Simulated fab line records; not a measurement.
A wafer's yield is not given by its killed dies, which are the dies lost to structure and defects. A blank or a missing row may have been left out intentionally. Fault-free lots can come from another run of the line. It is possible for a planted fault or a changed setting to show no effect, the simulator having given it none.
Which of the tools did it? | flow n5-finfet | 10 lots, 29 wafers sampled, at 6 steps of a route of 1938

## WHAT THE GAUGES SHOWED, per wafer
N5_PMOS_HMC_CHANNEL_EPI_INSPECT_30: inspects for defects (darkfield). Usual: raw-defect-count reads 19 (standard deviation 6.3).
lot  | measured    | on                | raw-defect-count | flag
L494 | day 1 20:11 | defect-inspect-02 | 27 23            |
L495 | day 2 02:33 | defect-inspect-01 | 19 19 30         |
L500 | day 3 08:49 | defect-inspect-02 | 20 15 15         |
L504 | day 4 09:09 | defect-inspect-01 | 14 18 12         |
L505 | day 4 13:49 | defect-inspect-02 | 39 9 17          |
L507 | day 5 02:11 | defect-inspect-02 | 18 20 23         |
L510 | day 5 20:13 | defect-inspect-02 | 25 15 15         |
L511 | day 6 02:33 | defect-inspect-02 | 15 18 22         |
L516 | day 7 09:23 | defect-inspect-02 | 14 19 13         |
L517 | day 7 14:50 | defect-inspect-02 | 14 13 18         |

N5_BEOL_M4_RC_MEAS_101. Usual: DIBL_N 36.1 mV/V, standard deviation 2.5; DIBL_P 36 mV/V, standard deviation 3.3; IOFF_N 0.16 nA/um, standard deviation 0.046; IOFF_P 0.20 nA/um, standard deviation 0.051; ION_N 676 uA/um, standard deviation 16; ION_P 462 uA/um, standard deviation 11; SS_N 71.6 mV/dec, standard deviation 0.87; SS_P 73.2 mV/dec, standard deviation 0.86; VT_N 251 mV, standard deviation 4.4; VT_P -252 mV, standard deviation 4.6.
lot  | measured     | on        | DIBL_N (mV/V)  | DIBL_P (mV/V) | IOFF_N (nA/um) | IOFF_P (nA/um) | ION_N (uA/um) | ION_P (uA/um) | SS_N (mV/dec)  | SS_P (mV/dec)  | VT_N (mV)   | VT_P (mV)      | flag
L494 | day 9 09:12  | prober-02 | 36.6 37.9      | 37 39         | 0.17 0.20      | 0.21 0.26      | 683 692       | 459 472       | 71.8 72.5      | 73.2 74.2      | 249 248     | -250 -248      |
L495 | day 9 00:22  | prober-02 | 39.6 32.8 35.8 | 40 33 34      | 0.22 0.11 0.17 | 0.24 0.14 0.17 | 684 672 671   | 462 458 455   | 72.7 70.8 72.8 | 74.3 72.5 72.4 | 247 257 255 | -252 -255 -253 |
L500 | day 11 07:46 | prober-02 | 36.1 34.7 37.5 | 38 37 40      | 0.14 0.13 0.17 | 0.17 0.16 0.21 | 685 680 683   | 462 460 468   | 72.3 70.9 72.2 | 73.4 73.3 73.8 | 253 252 250 | -256 -254 -252 |
L504 | day 12 02:23 | prober-02 | 36.7 36.9 33.7 | 35 36 34      | 0.16 0.16 0.12 | 0.22 0.22 0.19 | 694 689 669   | 474 472 471   | 71.3 72.2 71.1 | 73.3 73.1 72.6 | 246 250 254 | -247 -249 -251 |
L505 | day 12 06:24 | prober-02 | 39.0 34.0 33.2 | 35 30 29      | 0.18 0.10 0.10 | 0.17 0.12 0.11 | 661 657 666   | 443 450 447   | 73.2 70.7 70.3 | 73.4 72.7 71.5 | 254 258 260 | -253 -259 -262 |
L507 | day 12 11:47 | prober-01 | 37.9 32.9 34.2 | 39 34 35      | 0.20 0.12 0.15 | 0.21 0.15 0.17 | 692 668 681   | 461 452 455   | 72.2 70.1 70.8 | 73.8 73.0 72.6 | 244 252 246 | -251 -255 -253 |
L510 | day 13 11:35 | prober-02 | 33.7 31.6 34.4 | 31 31 32      | 0.11 0.10 0.14 | 0.13 0.13 0.15 | 662 674 685   | 456 461 461   | 71.3 70.2 71.9 | 72.1 72.6 72.2 | 256 253 252 | -256 -254 -253 |
L511 | day 13 19:27 | prober-01 | 35.8 36.5 39.0 | 34 36 38      | 0.13 0.13 0.18 | 0.16 0.18 0.20 | 680 673 680   | 465 463 457   | 71.4 71.2 72.0 | 72.1 73.1 73.3 | 253 254 252 | -253 -251 -252 |
L516 | day 15 02:44 | prober-01 | 40.5 39.1 35.2 | 40 40 34      | 0.22 0.21 0.11 | 0.27 0.30 0.19 | 656 690 630   | 451 481 447   | 73.0 72.1 70.9 | 73.8 74.3 72.7 | 252 248 256 | -249 -245 -251 |
L517 | day 14 08:28 | prober-02 | 33.5 37.8 37.6 | 32 38 38      | 0.12 0.20 0.18 | 0.16 0.27 0.26 | 678 695 696   | 463 481 482   | 70.9 72.0 71.1 | 72.3 74.1 73.7 | 252 245 247 | -254 -243 -245 |

## WHAT TOOL EACH LOT RAN ON (gives the tool, then ch and the chambers of the sampled wafers, and finally the start)
lot  | N5_ZERO_LAYER_COAT_05            | N5_ZERO_LAYER_STRIP_24              | N5_PMOS_HMC_CHANNEL_EPI_CMP_21 | N5_PMOS_HMC_CHANNEL_EPI_EPI_26
L494 | litho-track-02 ch 0, day 1 12:24 | plasma-asher-01 ch 0,1, day 1 13:05 | cmp-04 ch 2,3, day 1 19:32     | epi-rpcvd-02 ch 0, day 1 20:01
L495 | litho-track-03 ch 0, day 1 18:22 | plasma-asher-02 ch 0,1, day 1 18:53 | cmp-03 ch 0,1,3, day 2 01:49   | epi-rpcvd-02 ch 0, day 2 02:11
L500 | litho-track-04 ch 0, day 3 00:23 | plasma-asher-01 ch 0,1, day 3 01:02 | cmp-03 ch 0,2,3, day 3 08:05   | epi-rpcvd-01 ch 0, day 3 08:26
L504 | litho-track-03 ch 0, day 4 00:22 | plasma-asher-01 ch 0, day 4 01:11   | cmp-01 ch 0,1,2, day 4 08:25   | epi-rpcvd-02 ch 0, day 4 08:47
L505 | litho-track-03 ch 0, day 4 06:22 | plasma-asher-02 ch 0, day 4 07:01   | cmp-03 ch 0,3, day 4 13:02     | epi-rpcvd-01 ch 0, day 4 13:29
L507 | litho-track-04 ch 0, day 4 18:23 | plasma-asher-01 ch 0, day 4 18:55   | cmp-01 ch 0,1,3, day 5 01:25   | epi-rpcvd-01 ch 0, day 5 01:49
L510 | litho-track-03 ch 0, day 5 12:22 | plasma-asher-01 ch 0,1, day 5 13:01 | cmp-04 ch 0,2, day 5 19:26     | epi-rpcvd-01 ch 0, day 5 19:53
L511 | litho-track-03 ch 0, day 5 18:22 | plasma-asher-01 ch 0,1, day 5 18:55 | cmp-03 ch 0,1, day 6 01:32     | epi-rpcvd-02 ch 0, day 6 02:12
L516 | litho-track-04 ch 0, day 7 00:22 | plasma-asher-01 ch 0,1, day 7 01:01 | cmp-01 ch 2,3, day 7 08:38     | epi-rpcvd-04 ch 0, day 7 09:03
L517 | litho-track-04 ch 0, day 7 06:33 | plasma-asher-02 ch 0,1, day 7 07:05 | cmp-01 ch 1,2, day 7 13:57     | epi-rpcvd-02 ch 0, day 7 14:25
- N5_ZERO_LAYER_COAT_05: resist thk 1000 nm.
- N5_ZERO_LAYER_STRIP_24: strips in O2.
- N5_PMOS_HMC_CHANNEL_EPI_CMP_21: polishes SiGe30, target thk 54 nm.
- N5_PMOS_HMC_CHANNEL_EPI_EPI_26: deposits Si from SiH4/H2, target thk 3.8 nm, time 22.7 s.

## AS READ BY THE TOOLS THEMSELVES (means over the sampled wafers that have a number; for cases with no such wafer, the mark the record gives instead)
N5_ZERO_LAYER_COAT_05. Usual: resist-line-temp-C 23.00 C, standard deviation 0.1; spin-speed-rpm 1500.0 rpm, standard deviation 0.97.
lot  | tool           | resist-line-temp-C (C) | spin-speed-rpm (rpm) | flag
L494 | litho-track-02 | 22.99                  | 1500.0               |
L495 | litho-track-03 | 22.97                  | 1500.0               |
L500 | litho-track-04 | 23.05                  | 1500.3               |
L504 | litho-track-03 | 22.97                  | 1500.2               |
L505 | litho-track-03 | 23.04                  | 1500.6               |
L507 | litho-track-04 | 23.09                  | 1500.3               |
L510 | litho-track-03 | 23.09                  | 1233.6               | OFF
L511 | litho-track-03 | 22.94                  | 1233.4               | OFF
L516 | litho-track-04 | 23.01                  | 1499.6               |
L517 | litho-track-04 | 23.06                  | 1500.9               |

N5_ZERO_LAYER_STRIP_24. Usual: drypump-motor-current-A 5.6 A, standard deviation 0.4; heater-power-w 334 W, standard deviation 20; oes-product-au 0.647 a.u., standard deviation 0.0047; strip-time-to-endpoint-s 43.83 s, standard deviation 0.11.
lot  | tool            | drypump-motor-current-A (A) | heater-power-w (W) | oes-product-au (a.u.) | strip-time-to-endpoint-s (s) | flag
L494 | plasma-asher-01 | 5.3                         | 330                | 0.647                 | 43.91                        |
L495 | plasma-asher-02 | 6.1                         | 347                | 0.645                 | 43.70                        |
L500 | plasma-asher-01 | 5.4                         | 323                | 0.648                 | 43.85                        |
L504 | plasma-asher-01 | 5.6                         | 309                | 0.647                 | 43.76                        |
L505 | plasma-asher-02 | 5.9                         | 333                | 0.647                 | 43.86                        |
L507 | plasma-asher-01 | 5.6                         | 306                | 0.645                 | 43.82                        |
L510 | plasma-asher-01 | 5.3                         | 334                | 0.650                 | 46.82                        | OFF
L511 | plasma-asher-01 | 5.4                         | 321                | 0.647                 | 46.75                        | OFF
L516 | plasma-asher-01 | 5.4                         | 318                | 0.648                 | 43.75                        |
L517 | plasma-asher-02 | 6.0                         | 342                | 0.644                 | 43.90                        |

N5_PMOS_HMC_CHANNEL_EPI_CMP_21. Usual: motor-current-A 12.0 A, standard deviation 1.3; retaining-ring-pressure-frac 1.000, standard deviation 0.0051.
lot  | tool   | motor-current-A (A) | retaining-ring-pressure-frac | flag
L494 | cmp-04 | 12.4                | 1.002                        |
L495 | cmp-03 | 11.4                | 0.999                        |
L500 | cmp-03 | 11.0                | 1.001                        |
L504 | cmp-01 | 13.0                | 1.003                        |
L505 | cmp-03 | 10.3                | 1.001                        |
L507 | cmp-01 | 12.2                | 1.003                        |
L510 | cmp-04 | 11.9                | 0.999                        |
L511 | cmp-03 | 10.2                | 0.999                        |
L516 | cmp-01 | 12.9                | 1.004                        |
L517 | cmp-01 | 12.9                | 0.998                        |

N5_PMOS_HMC_CHANNEL_EPI_EPI_26. Usual: throttle-valve-pct reads 11.6 % (standard deviation 0.48).
lot  | tool         | throttle-valve-pct (%) | flag
L494 | epi-rpcvd-02 | 11.7                   |
L495 | epi-rpcvd-02 | 11.6                   |
L500 | epi-rpcvd-01 | 12.1                   |
L504 | epi-rpcvd-02 | 11.6                   |
L505 | epi-rpcvd-01 | 12.1                   |
L507 | epi-rpcvd-01 | 12.2                   |
L510 | epi-rpcvd-01 | 11.9                   |
L511 | epi-rpcvd-02 | 11.5                   |
L516 | epi-rpcvd-04 | 10.6                   |
L517 | epi-rpcvd-02 | 11.7                   |

## THE ANSWER, worked out from the rows above alone
Rule: a lot counts as off when the mean over its wafers that have a number is more than 3 standard deviations away from the usual mean. Also off: a lot with no number at a reading for which 4 or more lots have one. Any other lot the step has rows for is counted as sound. After the gauges, taken in route order, come the tools' own readings; for these a lot's mean is taken, as printed above. The first step at which some lot is off is used, and at that step the reading that is off furthest; a lot without a number counts as furthest.
Off, at N5_ZERO_LAYER_COAT_05 on spin-speed-rpm: L510, L511.
A tool fits if, at that step or a process step before it, it ran every lot that is off, and no sound lot after the first of them. One candidate fits, namely litho-track-03 at N5_ZERO_LAYER_COAT_05. A fault onset in the window from L505 (day 4 06:22, its last sound lot) to L510 (day 5 12:22, its first lot off) fits.
The tool's own readings at N5_ZERO_LAYER_COAT_05 bear it out: on the lots that are off they differ by more than 5 times the standard deviation of the sound lots' means. spin-speed-rpm reads 1233.5 rpm there against 1500.2 rpm on the sound lots.

## WHAT HAD BEEN PUT IN BY THE SIMULATOR
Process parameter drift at N5_ZERO_LAYER_COAT_05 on litho-track-03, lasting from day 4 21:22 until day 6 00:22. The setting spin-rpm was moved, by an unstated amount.
Lots struck among those shown: L510, L511. The rule above found the same.
